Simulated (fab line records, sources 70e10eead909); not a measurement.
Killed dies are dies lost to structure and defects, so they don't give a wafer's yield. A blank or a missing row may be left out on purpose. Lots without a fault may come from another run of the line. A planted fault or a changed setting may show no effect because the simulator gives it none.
Chamber matching | flow nand_harc | NHARC_P_CONTACT_DESCUM_17 on rie_diel-04: 4 sister chambers
The step chemistry O2, time 3 s. 4 wafers are shown with their chamber, then 9 later ones without.

WAFERS WITH THEIR CHAMBER
wafer  | chamber | drypump_motor_current_A (A)
L086.1 | 2       | 5.8
L088.3 | 0       | 5.9
L089.3 | 3       | 5.5
L089.6 | 1       | 5.7

WAFERS WITHOUT THEIR CHAMBER
wafer  | drypump_motor_current_A (A)
L091.1 | 5.5
L091.3 | 6.0
L091.6 | 5.8
L093.1 | 5.5
L093.4 | 5.5
L093.5 | 5.7
L095.1 | 5.7
L095.3 | 5.5
L095.5 | 5.5

WHICH CHAMBER EACH WENT THROUGH
wafer  | from the rows above | in truth
L091.1 | 3                   | 3
L091.3 | 0                   | 0
L091.6 | 2                   | 2
L093.1 | 3                   | 3
L093.4 | 3                   | 3
L093.5 | 1                   | 1
L095.1 | 1                   | 1
L095.3 | 3                   | 3
L095.5 | 3                   | 3
Placed correctly: 9 of 9. Can't be placed from these rows: 0. Placed wrongly: 0.
How it was worked out, from the rows above alone: a wafer's distance from a chamber is the root of the sum, over the readings, of the square of ((its reading less the chamber's mean) divided by the reading's scatter). The wafer belongs to the nearest chamber; if the next one is less than 2 further off, it can't be placed. A chamber's mean is the mean of its shown wafers. The scatter: with one shown wafer a chamber, the root of the mean of the squares of how far each hidden wafer lies from its nearest shown one.
